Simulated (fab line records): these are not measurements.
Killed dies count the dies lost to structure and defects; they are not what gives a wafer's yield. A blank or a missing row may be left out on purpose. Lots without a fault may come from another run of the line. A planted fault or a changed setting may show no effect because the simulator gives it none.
A sampling plan put to the test | flow nand_harc | one fab line, 27 faults that these records tell of, each judged on the records of the lots that it struck; 1 more is left out, because the records don't allow judging it
The plan is the line's own looks: the steps of the route at which a gauge or an inspection reads the wafer and doesn't change it. A look can be judged if struck wafers have a number there and the file gives its usual mean and standard deviation on fault-free wafers. Caught: a look later than the fault's first step finds the struck wafers' mean 4 or more of those standard deviations (sigma) from the usual mean. On the tool: the test repeated on the tool's own readings taken at the fault's steps. A different recipe on the struck wafers counts as caught too, as does a record blank only for those wafers.

== THE FAULTS, as the simulator had put them in ==
1. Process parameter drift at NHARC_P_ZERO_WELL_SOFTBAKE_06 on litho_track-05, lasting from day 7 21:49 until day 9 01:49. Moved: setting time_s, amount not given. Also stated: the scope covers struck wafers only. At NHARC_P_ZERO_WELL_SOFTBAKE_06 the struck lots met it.
2. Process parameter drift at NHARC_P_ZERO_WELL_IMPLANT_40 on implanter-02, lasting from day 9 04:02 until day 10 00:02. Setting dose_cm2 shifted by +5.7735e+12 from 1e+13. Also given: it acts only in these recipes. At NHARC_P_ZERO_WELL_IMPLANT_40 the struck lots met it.
3. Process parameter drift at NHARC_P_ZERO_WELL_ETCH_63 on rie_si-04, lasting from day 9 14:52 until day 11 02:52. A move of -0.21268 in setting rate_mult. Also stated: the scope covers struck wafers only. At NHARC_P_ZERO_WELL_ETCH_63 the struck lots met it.
4. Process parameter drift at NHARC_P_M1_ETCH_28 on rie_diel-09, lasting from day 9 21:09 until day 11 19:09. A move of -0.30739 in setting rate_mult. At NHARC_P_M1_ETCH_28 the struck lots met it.
5. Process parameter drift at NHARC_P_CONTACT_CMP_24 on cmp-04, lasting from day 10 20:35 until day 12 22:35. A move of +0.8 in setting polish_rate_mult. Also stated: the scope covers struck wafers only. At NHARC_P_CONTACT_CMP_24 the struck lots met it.
6. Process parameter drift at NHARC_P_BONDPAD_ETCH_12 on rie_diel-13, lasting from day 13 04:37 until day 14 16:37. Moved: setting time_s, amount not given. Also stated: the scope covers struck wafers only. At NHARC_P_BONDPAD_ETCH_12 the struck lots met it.
7. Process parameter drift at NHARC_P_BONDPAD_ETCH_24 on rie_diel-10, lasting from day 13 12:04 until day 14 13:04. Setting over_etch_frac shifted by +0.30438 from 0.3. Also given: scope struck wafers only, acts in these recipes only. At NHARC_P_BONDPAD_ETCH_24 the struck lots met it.
8. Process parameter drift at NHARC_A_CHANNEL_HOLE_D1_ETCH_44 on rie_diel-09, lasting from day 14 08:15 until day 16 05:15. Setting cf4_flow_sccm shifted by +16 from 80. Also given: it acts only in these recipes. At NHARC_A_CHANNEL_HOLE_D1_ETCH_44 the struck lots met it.
9. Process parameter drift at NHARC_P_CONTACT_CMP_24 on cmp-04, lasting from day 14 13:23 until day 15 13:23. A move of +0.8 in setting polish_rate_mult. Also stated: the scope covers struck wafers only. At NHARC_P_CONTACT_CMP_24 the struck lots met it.
10. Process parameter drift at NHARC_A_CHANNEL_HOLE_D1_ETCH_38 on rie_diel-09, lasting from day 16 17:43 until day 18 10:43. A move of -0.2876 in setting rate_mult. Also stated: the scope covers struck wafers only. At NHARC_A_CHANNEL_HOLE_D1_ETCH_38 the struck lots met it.
11. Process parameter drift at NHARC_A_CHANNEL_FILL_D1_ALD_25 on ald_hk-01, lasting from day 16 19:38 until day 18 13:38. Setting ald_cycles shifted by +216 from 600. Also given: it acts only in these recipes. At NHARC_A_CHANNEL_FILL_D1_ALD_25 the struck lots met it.
12. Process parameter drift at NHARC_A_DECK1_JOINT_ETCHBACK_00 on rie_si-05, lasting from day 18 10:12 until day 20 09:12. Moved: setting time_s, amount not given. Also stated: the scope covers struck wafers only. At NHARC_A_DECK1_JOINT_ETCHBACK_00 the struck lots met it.
13. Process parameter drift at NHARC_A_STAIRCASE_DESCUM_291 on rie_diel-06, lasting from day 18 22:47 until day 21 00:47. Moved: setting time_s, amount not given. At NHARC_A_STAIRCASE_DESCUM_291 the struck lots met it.
14. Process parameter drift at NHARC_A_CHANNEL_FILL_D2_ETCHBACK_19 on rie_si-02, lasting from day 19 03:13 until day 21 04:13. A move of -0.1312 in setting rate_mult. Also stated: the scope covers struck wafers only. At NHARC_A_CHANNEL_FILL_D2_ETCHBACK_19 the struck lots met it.
15. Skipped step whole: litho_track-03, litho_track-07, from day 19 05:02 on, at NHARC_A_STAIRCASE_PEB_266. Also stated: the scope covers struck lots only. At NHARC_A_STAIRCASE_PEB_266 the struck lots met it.
16. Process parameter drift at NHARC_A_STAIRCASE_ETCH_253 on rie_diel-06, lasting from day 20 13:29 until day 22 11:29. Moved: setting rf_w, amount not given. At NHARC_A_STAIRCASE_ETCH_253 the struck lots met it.
17. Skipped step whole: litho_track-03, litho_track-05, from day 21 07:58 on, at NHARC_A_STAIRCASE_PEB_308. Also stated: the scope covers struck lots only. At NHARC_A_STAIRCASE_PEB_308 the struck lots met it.
18. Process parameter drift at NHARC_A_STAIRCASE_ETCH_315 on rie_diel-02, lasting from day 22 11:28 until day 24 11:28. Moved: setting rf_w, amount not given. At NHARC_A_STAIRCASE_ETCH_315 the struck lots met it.
19. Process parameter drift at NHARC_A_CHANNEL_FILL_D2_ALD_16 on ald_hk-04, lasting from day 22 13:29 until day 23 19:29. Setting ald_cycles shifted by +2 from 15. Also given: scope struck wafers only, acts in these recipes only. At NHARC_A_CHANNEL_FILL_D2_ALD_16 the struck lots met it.
20. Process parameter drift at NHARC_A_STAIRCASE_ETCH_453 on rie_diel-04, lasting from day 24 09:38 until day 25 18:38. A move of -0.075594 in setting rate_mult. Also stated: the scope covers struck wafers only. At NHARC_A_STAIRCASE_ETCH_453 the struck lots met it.
21. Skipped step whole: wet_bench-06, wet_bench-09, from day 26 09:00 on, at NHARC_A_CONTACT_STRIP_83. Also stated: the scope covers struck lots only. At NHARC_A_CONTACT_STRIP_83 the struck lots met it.
22. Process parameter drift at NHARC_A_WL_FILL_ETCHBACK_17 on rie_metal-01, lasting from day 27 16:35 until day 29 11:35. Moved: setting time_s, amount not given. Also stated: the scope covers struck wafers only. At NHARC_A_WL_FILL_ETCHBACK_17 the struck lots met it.
23. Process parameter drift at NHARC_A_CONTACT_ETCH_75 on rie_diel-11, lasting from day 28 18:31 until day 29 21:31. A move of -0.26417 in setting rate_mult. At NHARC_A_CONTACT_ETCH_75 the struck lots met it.
24. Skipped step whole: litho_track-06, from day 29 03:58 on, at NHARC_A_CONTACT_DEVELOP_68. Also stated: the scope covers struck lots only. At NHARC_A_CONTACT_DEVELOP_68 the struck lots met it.
25. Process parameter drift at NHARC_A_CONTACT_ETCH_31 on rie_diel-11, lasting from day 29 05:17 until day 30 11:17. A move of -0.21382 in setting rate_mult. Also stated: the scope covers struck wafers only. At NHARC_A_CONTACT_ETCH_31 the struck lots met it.
26. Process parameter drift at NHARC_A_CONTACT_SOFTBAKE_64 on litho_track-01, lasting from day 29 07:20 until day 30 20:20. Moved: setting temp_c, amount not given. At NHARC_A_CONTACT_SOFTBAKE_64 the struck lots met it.
27. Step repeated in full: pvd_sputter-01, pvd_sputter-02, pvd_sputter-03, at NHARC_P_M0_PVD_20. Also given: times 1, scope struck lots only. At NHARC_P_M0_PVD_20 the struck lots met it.

== WHAT THE PLAN SAW ==
fault | on the tool itself                               | first look that catches it                      | reading, sigma                                            | median hours from its first step to that look | hours from the fault's start to the first struck lot there | judged looks passed uncaught
1     | heater_power_total_W +4.0 sigma                  | not the one look that can be judged after it    | -                                                         | -                                             | -                                                          | 1
2     | dose_ions_cm2 +99 or beyond sigma                | no look after it can be judged                  | -                                                         | -                                             | -                                                          | 0
3     | oes_product_au -13 sigma                         | none of the 2 looks that can be judged after it | -                                                         | -                                             | -                                                          | 2
4     | oes_product_au -22 sigma                         | no look after it can be judged                  | -                                                         | -                                             | -                                                          | 0
5     | time_to_endpoint_s -8.2 sigma                    | no look after it can be judged                  | -                                                         | -                                             | -                                                          | 0
6     | run_length_s +17 sigma                           | no look after it can be judged                  | -                                                         | -                                             | -                                                          | 0
7     | under 2 sigma                                    | not the one look that can be judged after it    | -                                                         | -                                             | -                                                          | 1
8     | throttle_valve_pct +99 or beyond sigma           | no look after it can be judged                  | -                                                         | -                                             | -                                                          | 0
9     | time_to_endpoint_s -6.8 sigma                    | not the one look that can be judged after it    | -                                                         | -                                             | -                                                          | 1
10    | oes_product_au -19 sigma                         | NHARC_END_SORT_01                               | killed_dies +20                                           | 395.7                                         | 400                                                        | 0
11    | under 2 sigma                                    | no look after it can be judged                  | -                                                         | -                                             | -                                                          | 0
12    | run_length_s -11 sigma                           | none of the 2 looks that can be judged after it | -                                                         | -                                             | -                                                          | 2
13    | run_length_s +4.1 sigma                          | not the one look that can be judged after it    | -                                                         | -                                             | -                                                          | 1
14    | oes_product_au -10 sigma                         | no look after it can be judged                  | -                                                         | -                                             | -                                                          | 0
15    | the tool's record is blank for the struck wafers | no look after it can be judged                  | -                                                         | -                                             | -                                                          | 0
16    | rf_fwd_power_W +74 sigma                         | no look after it can be judged                  | -                                                         | -                                             | -                                                          | 0
17    | the tool's record is blank for the struck wafers | no look after it can be judged                  | -                                                         | -                                             | -                                                          | 0
18    | rf_fwd_power_W +99 or beyond sigma               | not the one look that can be judged after it    | -                                                         | -                                             | -                                                          | 1
19    | under 2 sigma                                    | no look after it can be judged                  | -                                                         | -                                             | -                                                          | 0
20    | oes_product_au -4.1 sigma                        | no look after it can be judged                  | -                                                         | -                                             | -                                                          | 0
21    | the tool's record is blank for the struck wafers | no look after it can be judged                  | -                                                         | -                                             | -                                                          | 0
22    | run_length_s +5.9 sigma                          | no look after it can be judged                  | -                                                         | -                                             | -                                                          | 0
23    | oes_product_au -14 sigma                         | not the one look that can be judged after it    | strongest: killed_dies at NHARC_END_SORT_01, +3.9         | -                                             | -                                                          | 1
24    | the tool's record is blank for the struck wafers | no look after it can be judged                  | -                                                         | -                                             | -                                                          | 0
25    | oes_product_au -11 sigma                         | not the one look that can be judged after it    | strongest: killed_dies at NHARC_END_SORT_01, +2.8         | -                                             | -                                                          | 1
26    | heater_power_total_W +59 sigma                   | no look after it can be judged                  | -                                                         | -                                             | -                                                          | 0
27    | under 2 sigma                                    | not the one look that can be judged after it    | strongest: killed_at_periphery at NHARC_END_SORT_01, +2.4 | -                                             | -                                                          | 1
A dash: this means the fault isn't caught or the number doesn't appear in these records.

Caught at a look: 1 of 27. Caught on the tool: 23 of 27. By one or the other: 23 of 27.
On the tool alone, faults 1, 2, 3, 4, 5, 6, 8, 9, 12, 13, 14, 15, 16, 17, 18, 20, 21, 22, 23, 24, 25, 26 were caught.
Caught by neither: faults 7, 11, 19, 27.

== THINNER SAMPLING ==
In the worst case, this is how late the first struck lot would be measured if the look that catches a fault measured only every second or every third lot, by lot number:
fault | struck lots at that look, in order of time | every lot | every second lot | every third lot
10    | L318, L320, L319                           | 400 h     | 426 h            | 426 h
The hour figures run from when the fault began to the first measured lot among those it struck. The test against the limit of 4 sigma pooled every struck wafer, which means one lot taken alone may stay below that limit. Other struck lots may not be in these records.

== THE LONGEST TIMED WAY FROM STEP TO LOOK ==
Fault 10: the median time between NHARC_A_CHANNEL_HOLE_D1_ETCH_38 and NHARC_END_SORT_01 is 395.7 hours. No look between them can be judged.
